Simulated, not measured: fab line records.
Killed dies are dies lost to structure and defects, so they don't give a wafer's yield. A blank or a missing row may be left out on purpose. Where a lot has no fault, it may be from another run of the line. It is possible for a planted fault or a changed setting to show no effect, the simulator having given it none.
fab line records	flow nandHarc
record: lots: 7	wafers: 18	lastDay: 24
route steps=1159 shown P_GATE@185 END@1159
lots that met no fault: from a run of the same line without faults
startH: the number of hours between the record's first day and the start of the first shown wafer of the lot	waitH: hours since the lot's step before	" repeats the value in the row above	L1.1+2: a row that stands for several wafers	- either no value or no given start	* or withheld: withheld	< > ~ a bound
route shown NAME@n: a module of which the file shows steps, and the number in the route of the first	usual: mean and standard deviation over wafers with no fault	same: alike in all rows	chamber/n: place in a boat	sites: each site's reading	_std_site: their standard deviation	_edge_site: the outer-site mean with the inner-site mean subtracted	radiusMm: how far each site lies from the wafer's centre	mask NAME#n: copy n	behind: the most recent tool/chamber to have shaped the wafer	hold: the reason the lot was held/the length of the hold in hours/how it ended	device: names the non-switching transistor (n, p or np)	end of line: the route-end tests of the same wafers	a step with no rows: only its recipe	killed: dies that structure and defects cost at the first sort, which is not the same as the wafer's yield	map: per-die view of a wafer (x killed, . not killed, _ where there is no die)
set.NAME: the setting the step ran with; set.NAME@STEP: the setting that earlier step ran with	model.NAME: the simulator's own value behind a step, which no gauge read
lots seen at some steps along the route; tables by step, rows by wafer
services: a tool's chamber out of use, with start hour (startH, from the record's first day; less than 0 if before it), hours out, and reason
== steps ==
step: NHARC_P_GATE_CD_MEAS_59
recipe: targetCdNm: 720	landingEnergyEv: 500
usual: cdNm: 719.3/1.8
lot.wafer	tool	chamber	startH	waitH	cdNm
L179.1	cdSem-02	0	117.45	-	715.9
L179.3	"	0	"	"	718.7
L179.6	"	0	"	"	716.4
L185.1	cdSem-01	0	154.98	-	720.8
L185.2	"	0	"	"	719.3
L185.4	"	0	"	"	719.8
L186.1	cdSem-01	0	159.64	-	718.4
L186.3	"	0	"	"	718.0
L186.6	"	0	"	"	718.7
L187.1	cdSem-02	0	167.72	-	718.9
L187.2	"	0	"	"	722.2
L187.5	"	0	"	"	721.4
L193.5	cdSem-02	0	205.39	-	716.2
L193.6	"	0	"	"	718.9
L195.1	cdSem-01	0	219.90	-	719.0
L195.6	"	0	"	"	718.9
L197.1	cdSem-01	0	229.41	-	722.0
L197.2	"	0	"	"	717.7
step: NHARC_P_GATE_HARDBAKE_60
recipe: tempC: 125	timeS: 80
step: NHARC_P_GATE_DESCUM_61
recipe: timeS: 3	o2FlowSccm: 200	arFlowSccm: 0	biasPowerW: 0	chemistry: O2
usual: drypumpMotorCurrentA: 5.6/0.46	oesProductAu: 1.000/0.012	rfVppV: 57.8/0.94	showerheadPlenumPTorr: 1.91/0.097	throttleValvePct: 11.311/0.0093
lot.wafer	tool	chamber	startH	waitH	drypumpMotorCurrentA	oesProductAu	rfHoursCounterH	rfVppV	showerheadPlenumPTorr	throttleValvePct
L179.3	rieDiel-03	3	117.64	-	5.3	0.999	25	57.9	1.81	11.310
L179.1	"	1	"	"	4.8	1.008	21	58.2	2.02	11.305
L179.6	"	2	"	"	5.2	1.011	-	59.9	2.07	11.304
L185.2	rieDiel-09	0	155.15	-	6.4	0.980	22	57.9	1.98	11.317
L185.4	"	2	"	"	5.6	0.983	21	58.4	1.99	11.312
L185.1	"	3	"	"	5.6	1.015	22	58.5	2.03	11.327
L186.1	rieDiel-01	0	159.80	-	5.7	1.012	2	57.9	1.78	11.303
L186.3	"	3	"	"	6.2	0.999	2	57.9	1.90	11.310
L186.6	"	1	"	"	6.1	1.002	-	57.6	1.82	11.295
L187.1	rieDiel-09	0	168.09	-	6.3	0.978	28	56.0	1.98	11.286
L187.2	"	1	"	"	5.0	1.020	26	58.4	1.80	11.309
L187.5	"	3	"	"	5.6	1.016	-	58.5	2.03	11.320
L193.5	rieDiel-03	1	205.59	-	4.7	0.995	-	58.4	2.01	11.319
L193.6	"	2	"	"	5.2	1.005	-	59.1	2.06	11.304
L195.1	rieDiel-09	1	220.39	-	5.0	0.996	42	56.2	1.80	11.313
L195.6	"	0	"	"	6.4	0.984	-	57.8	1.97	11.314
L197.1	rieDiel-09	3	229.58	-	5.6	1.016	46	58.3	2.02	11.323
L197.2	"	1	"	"	5.0	1.011	44	55.7	1.80	11.318
step: NHARC_P_GATE_IMPLANT_62
recipe: energyKev: 20	doseCm2: 3e+15	tiltDeg: 7
step: NHARC_P_GATE_STRIP_112
recipe: powerW: 1500	tempC: 110	timeS: 200	chemistry: N2/H2
usual: drypumpMotorCurrentA: 5.99/0.23	heaterPowerW: 93/5.5	rfReflPowerW: 21/6.9
lot.wafer	tool	chamber	startH	waitH	drypumpMotorCurrentA	heaterPowerW	rfHoursCounterH	rfReflPowerW
L179.1	plasmaAsher-01	1	118.00	0.2	6.29	96	2	16
L179.3	"	1	"	"	6.28	92	-	17
L179.6	"	0	"	"	5.87	87	-	13
L185.2	plasmaAsher-02	0	155.72	0.4	6.11	102	46	28
L185.1	"	1	"	"	5.68	86	46	28
L185.4	"	0	"	"	6.11	103	-	28
L186.1	plasmaAsher-01	1	160.24	0.2	6.30	93	18	16
L186.3	"	1	"	"	6.28	95	-	17
L186.6	"	1	"	"	6.29	95	-	16
L187.1	plasmaAsher-02	1	168.43	0.2	5.66	88	50	29
L187.2	"	0	"	"	6.10	102	50	28
L187.5	"	1	"	"	5.66	87	-	28
L193.5	plasmaAsher-01	1	206.08	0.3	6.29	96	-	17
L193.6	"	0	"	"	5.89	89	-	13
L195.1	plasmaAsher-02	1	220.76	0.2	5.67	85	11	28
L195.6	"	0	"	"	6.13	102	-	28
L197.2	plasmaAsher-01	1	229.93	0.2	6.30	93	42	17
L197.1	"	0	"	"	5.89	91	42	12
step: NHARC_P_GATE_STRIP_76
recipe: powerW: 1500	tempC: 250	chemistry: O2
usual: drypumpMotorCurrentA: 5.99/0.23	heaterPowerW: 349/21	rfReflPowerW: 21/6.9
lot.wafer	tool	chamber	startH	waitH	drypumpMotorCurrentA	heaterPowerW	rfHoursCounterH	rfReflPowerW
L179.1	plasmaAsher-01	1	118.26	0.2	6.31	354	2	16
L179.3	"	1	"	"	6.31	359	-	17
L179.6	"	0	"	"	5.88	336	-	13
L185.2	plasmaAsher-02	0	155.98	0.2	6.10	366	46	28
L185.1	"	1	"	"	5.66	333	46	28
L185.4	"	0	"	"	6.12	381	-	28
L186.1	plasmaAsher-01	1	160.47	0.2	6.27	357	18	16
L186.3	"	1	"	"	6.27	347	-	17
L186.6	"	1	"	"	6.25	351	-	15
L187.1	plasmaAsher-02	1	168.70	0.2	5.67	333	51	28
L187.2	"	0	"	"	6.14	383	51	28
L187.5	"	1	"	"	5.67	328	-	27
L193.5	plasmaAsher-01	1	206.22	0.1	6.32	355	-	16
L193.6	"	0	"	"	5.91	339	-	11
L195.1	plasmaAsher-02	1	221.02	0.2	5.67	324	11	27
L195.6	"	0	"	"	6.13	386	-	28
L197.2	plasmaAsher-01	1	230.20	0.2	6.28	350	43	16
L197.1	"	0	"	"	5.88	330	43	13
step: NHARC_P_GATE_STRIP_63
recipe: timeS: 900	tempC: 130	chemistry: SPM
step: NHARC_P_GATE_DEHYDRATE_83
recipe: tempC: 150	timeS: 120
step: NHARC_P_GATE_HMDS_84
recipe: timeS: 30
step: NHARC_P_GATE_COAT_85
recipe: spinRpm: 3000
step: NHARC_P_GATE_SOFTBAKE_86
recipe: tempC: 122	timeS: 95
step: NHARC_P_GATE_EBR_87
step: NHARC_P_GATE_EXPOSE_88
recipe: na: 0.6	targetCdNm: 2000	doseMj: 11.87	maskId: P_HVN
lot.wafer	tool	chamber	startH	waitH	mask
L179.1+3+6	krfScanner-03	0	118.89	-	P_HVN#0
L185.1+2+4	krfScanner-04	0	156.76	-	P_HVN#0
L186.1+3+6	krfScanner-03	0	161.21	-	P_HVN#0
L187.1+2+5	krfScanner-02	0	169.48	-	P_HVN#0
L193.5+6	krfScanner-03	0	206.85	-	P_HVN#0
L195.1+6	krfScanner-03	0	221.78	-	P_HVN#0
L197.1+2	krfScanner-03	0	230.84	-	P_HVN#0
step: NHARC_P_GATE_PEB_89
recipe: pebTempC: 118	pebTimeS: 85
step: NHARC_P_GATE_DEVELOP_90
recipe: timeS: 70
step: NHARC_P_GATE_CD_MEAS_91
recipe: targetCdNm: 2000	landingEnergyEv: 500
usual: cdNm: 1998.9/2
lot.wafer	tool	chamber	startH	waitH	cdNm
L179.1	cdSem-01	0	119.05	-	1999.8
L179.3	"	0	"	"	1996.7
L179.6	"	0	"	"	2001.1
L185.1	cdSem-01	0	156.91	-	1998.2
L185.2	"	0	"	"	1998.6
L185.4	"	0	"	"	1999.7
L186.1	cdSem-01	0	161.37	-	2002.7
L186.3	"	0	"	"	2001.6
L186.6	"	0	"	"	2003.9
L187.1	cdSem-02	0	169.64	-	2001.0
L187.2	"	0	"	"	2002.3
L187.5	"	0	"	"	2001.3
L193.5	cdSem-01	0	206.99	-	2000.1
L193.6	"	0	"	"	2022.7
L195.1	cdSem-03	0	221.95	-	2024.6
L195.6	"	0	"	"	2020.4
L197.1	cdSem-01	0	231.00	-	2025.5
L197.2	"	0	"	"	1996.9
step: NHARC_P_GATE_HARDBAKE_92
recipe: tempC: 125	timeS: 80
step: NHARC_P_GATE_DESCUM_93
recipe: timeS: 3	o2FlowSccm: 200	arFlowSccm: 0	biasPowerW: 0	chemistry: O2
usual: drypumpMotorCurrentA: 5.6/0.48	oesProductAu: 1.001/0.012	rfVppV: 57.8/0.86	showerheadPlenumPTorr: 1.91/0.097	throttleValvePct: 11.310/0.0086
lot.wafer	tool	chamber	startH	waitH	drypumpMotorCurrentA	oesProductAu	rfHoursCounterH	rfVppV	showerheadPlenumPTorr	throttleValvePct	model.P_GATE.cdNm
L179.3	rieDiel-09	0	119.23	-	6.4	0.987	12	57.9	1.98	11.328	1997
L179.1	"	2	"	"	5.6	0.989	10	58.6	1.99	11.316	2000
L179.6	"	1	"	"	5.0	1.005	-	57.2	1.81	11.316	2001
L185.4	rieDiel-03	1	157.07	-	4.7	1.013	38	58.3	2.02	11.317	1999
L185.1	"	3	"	"	5.3	1.012	44	57.2	1.81	11.316	1999
L185.2	"	0	"	"	5.7	0.997	44	59.3	1.96	11.307	1998
L186.3	rieDiel-09	1	161.57	-	5.0	1.024	24	57.8	1.81	11.301	2002
L186.1	"	3	"	"	5.6	1.015	26	58.3	2.03	11.319	2002
L186.6	"	1	"	"	5.0	1.023	-	57.6	1.80	11.308	2004
L187.1	rieDiel-09	1	169.81	-	5.0	1.017	27	58.1	1.80	11.292	2001
L187.2	"	2	"	"	5.7	0.993	28	59.3	1.99	11.322	2002
L187.5	"	0	"	"	6.4	0.986	-	55.9	1.98	11.294	2002
L193.5	rieDiel-09	1	207.22	-	5.0	1.010	-	56.4	1.80	11.306	2000
L193.6	"	2	"	"	5.6	0.980	-	58.0	1.98	11.293	2023
L195.1	rieDiel-01	2	222.26	-	5.6	0.980	9	57.6	1.88	11.316	2024
L195.6	"	2	"	"	5.7	0.967	-	58.6	1.88	11.315	2020
L197.2	rieDiel-03	3	231.18	-	5.3	0.992	1	57.1	1.80	11.326	1997
L197.1	"	1	"	"	4.7	1.021	1	58.7	2.01	11.317	2025
step: NHARC_P_GATE_IMPLANT_94
recipe: energyKev: 60	doseCm2: 2e+15	tiltDeg: 7
step: NHARC_END_SORT_01
recipe: tempC: 25
usual: killedAtArray: 24/8.8	killedAtOther: 0.7/0.99	killedAtPeriphery: 3.5/2.6	killedDies: 28/9.3	killedOpen: 3.2/1.7	killedShort: 1.7/1.4
same: grossDies: 677
lot.wafer	tool	chamber	startH	waitH	killedAtArray	killedAtOther	killedAtPeriphery	killedDies	killedOpen	killedShort
L179.1	prober-01	0	463.61	2.5	32	0	10	42	3	3
L179.3	prober-01	0	465.19	3.1	27	0	4	31	4	1
L179.6	prober-01	0	467.57	4.0	21	0	6	27	2	0
L187.1	prober-01	0	504.16	2.5	20	0	3	23	0	2
L187.2	prober-01	0	504.95	2.8	30	1	8	39	4	1
L187.5	prober-01	0	507.32	3.7	26	0	3	29	5	0
L185.1	prober-02	0	514.02	2.5	26	0	1	27	3	0
L185.2	prober-02	0	514.82	2.8	26	0	2	28	2	0
L185.4	prober-02	0	516.42	3.4	23	0	4	27	4	3
L195.1	prober-01	0	565.57	2.5	31	1	2	34	2	1
L195.6	prober-01	0	569.55	4.0	20	0	0	20	0	0
killed by level:class
L179.1 A_CHANNEL_HOLE_D1:chamberFilmFlake=14 A_CONTACT:chamberFilmFlake=7 P_M2:chamberFilmFlake=4 A_STAIRCASE:chamberFilmFlake=4 P_STI:chamberFilmFlake=2 A_SLIT:chamberFilmFlake=2 A_M0:chamberFilmFlake=2 P_GATE:geometricParticle:open=1
L179.3 A_CHANNEL_HOLE_D1:chamberFilmFlake=10 A_STAIRCASE:chamberFilmFlake=7 A_CONTACT:chamberFilmFlake=3 A_CONTACT:geometricParticle:open=2 P_M2:chamberFilmFlake=2 A_SLIT:chamberFilmFlake=2 P_CONTACT:geometricParticle:open=1 A_CHANNEL_FILL_D1:geometricParticle:short=1
L179.6 A_CHANNEL_HOLE_D1:chamberFilmFlake=11 P_M2:chamberFilmFlake=4 A_STAIRCASE:chamberFilmFlake=3 A_CONTACT:chamberFilmFlake=3 P_STI:chamberFilmFlake=2 A_ONON_D1:geometricParticle:open=1 A_CONTACT:geometricParticle:open=1 A_SLIT:chamberFilmFlake=1
L187.1 A_STAIRCASE:chamberFilmFlake=5 A_CHANNEL_HOLE_D1:chamberFilmFlake=4 A_SLIT:chamberFilmFlake=3 A_SGD_CUT:chamberFilmFlake=2 A_CONTACT:chamberFilmFlake=2 A_M1:chamberFilmFlake=2 P_GATE:geometricParticle:short=1 A_M0:geometricParticle:short=1
L187.2 A_STAIRCASE:chamberFilmFlake=10 A_SLIT:chamberFilmFlake=9 P_ZERO_WELL:chamberFilmFlake=3 A_CHANNEL_HOLE_D1:chamberFilmFlake=3 A_WL_FILL:chamberFilmFlake=3 P_M0:chamberFilmFlake=2 P_M0:geometricParticle:open=1 P_M2:geometricParticle:open=1
L187.5 A_SLIT:chamberFilmFlake=9 A_STAIRCASE:chamberFilmFlake=7 A_SGD_CUT:chamberFilmFlake=2 A_WL_FILL:chamberFilmFlake=2 P_CONTACT:geometricParticle:open=1 A_ONON_D1:geometricParticle:open=1 A_CHANNEL_FILL_D1:geometricParticle:open=1 A_SGD_CUT:geometricParticle:open=1
L185.1 A_SLIT:chamberFilmFlake=10 A_CONTACT:chamberFilmFlake=5 A_CHANNEL_HOLE_D1:chamberFilmFlake=2 A_STAIRCASE:chamberFilmFlake=2 A_SGD_CUT:chamberFilmFlake=2 A_WL_FILL:chamberFilmFlake=2 P_M1:geometricParticle:open=1 A_CHANNEL_HOLE_D1:geometricParticle:open=1
L185.2 A_SLIT:chamberFilmFlake=12 A_WL_FILL:chamberFilmFlake=5 A_CONTACT:chamberFilmFlake=4 A_CHANNEL_HOLE_D1:chamberFilmFlake=2 P_CONTACT:geometricParticle:open=1 A_BLC:geometricParticle:open=1 P_M2:chamberFilmFlake=1 A_STAIRCASE:chamberFilmFlake=1
L185.4 A_CONTACT:chamberFilmFlake=9 A_SLIT:chamberFilmFlake=6 A_WL_FILL:chamberFilmFlake=2 P_CONTACT:geometricParticle:open=1 P_M1:geometricParticle:short=1 P_M1:geometricParticle:open=1 A_CHANNEL_HOLE_D1:geometricParticle:short=1 A_CONTACT:geometricParticle:open=1
L195.1 A_CHANNEL_HOLE_D1:chamberFilmFlake=20 A_CONTACT:chamberFilmFlake=4 A_STAIRCASE:chamberFilmFlake=3 P_CONTACT:geometricParticle:short=1 A_ONON_D1:geometricParticle:open=1 A_SLIT:geometricParticle:open=1 P_ZERO_WELL:chamberFilmFlake=1 A_ZERO_WELL:chamberFilmFlake=1
L195.6 A_CHANNEL_HOLE_D1:chamberFilmFlake=13 A_STAIRCASE:chamberFilmFlake=5 A_CONTACT:chamberFilmFlake=2
== services ==
tool	chamber	startH	hours	kind
plasmaAsher-01	-	99.36	9.0	pm
rieDiel-09	0	110.60	-	clean
rieDiel-09	1	110.60	-	clean
rieDiel-09	2	110.60	-	clean
rieDiel-09	3	110.60	-	clean
krfScanner-02	-	111.89	2.9	repair
krfScanner-04	-	113.69	1.4	repair
krfScanner-04	-	126.00	4.0	pm
rieDiel-09	0	135.10	-	clean
rieDiel-09	1	135.10	-	clean
rieDiel-09	2	135.10	-	clean
rieDiel-09	3	135.10	-	clean
rieDiel-01	-	137.84	9.0	pm
plasmaAsher-01	-	140.36	1.9	repair
krfScanner-03	-	156.61	1.5	repair
rieDiel-09	0	159.75	-	clean
rieDiel-03	-	167.17	1.2	repair
krfScanner-03	-	168.00	4.0	pm
plasmaAsher-02	-	183.00	9.0	pm
krfScanner-03	-	200.03	2.9	repair
rieDiel-03	2	209.91	12.3	repair
krfScanner-02	-	210.00	4.0	pm
rieDiel-03	-	215.33	9.0	pm
rieDiel-09	3	216.37	5.0	repair
== key ==
firstSign: step: NHARC_P_GATE_CD_MEAS_91	reading: cdNm	direction: up	sigmas: 12	usual: 1998.9	struck: 2023.3
effect none on later readings
modelEffect: step: NHARC_P_GATE_DESCUM_93	value: P_GATE.cdNm	without: 1998	struck: 2023
metAt NHARC_P_GATE_EXPOSE_88
struckWafers L193.6,L195.1,L195.6,L197.1
sortLeftOut L193.6,L197.1
testerLeftOut L193,L195,L197
onsetBetween 161.21 206.85
fault: kind: processParameterDrift	tool: krfScanner-03	chamber: -	onsetH: 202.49	steps: NHARC_P_GATE_EXPOSE_88	channel: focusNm	offset: 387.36	shape: step	endH: 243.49	scope: struckWafersOnly
testerLeftOut: of these lots the tester's yield and bins aren't shown, on N5 and GAA mostly nor the transistor test; their killed dies are dies lost to structure and defects alone, not to doping, threshold or leakage, so they don't give the yield
sortLeftOut: the simulated sort isn't trusted on such a fault, so these wafers' sort isn't shown, and their yield isn't known
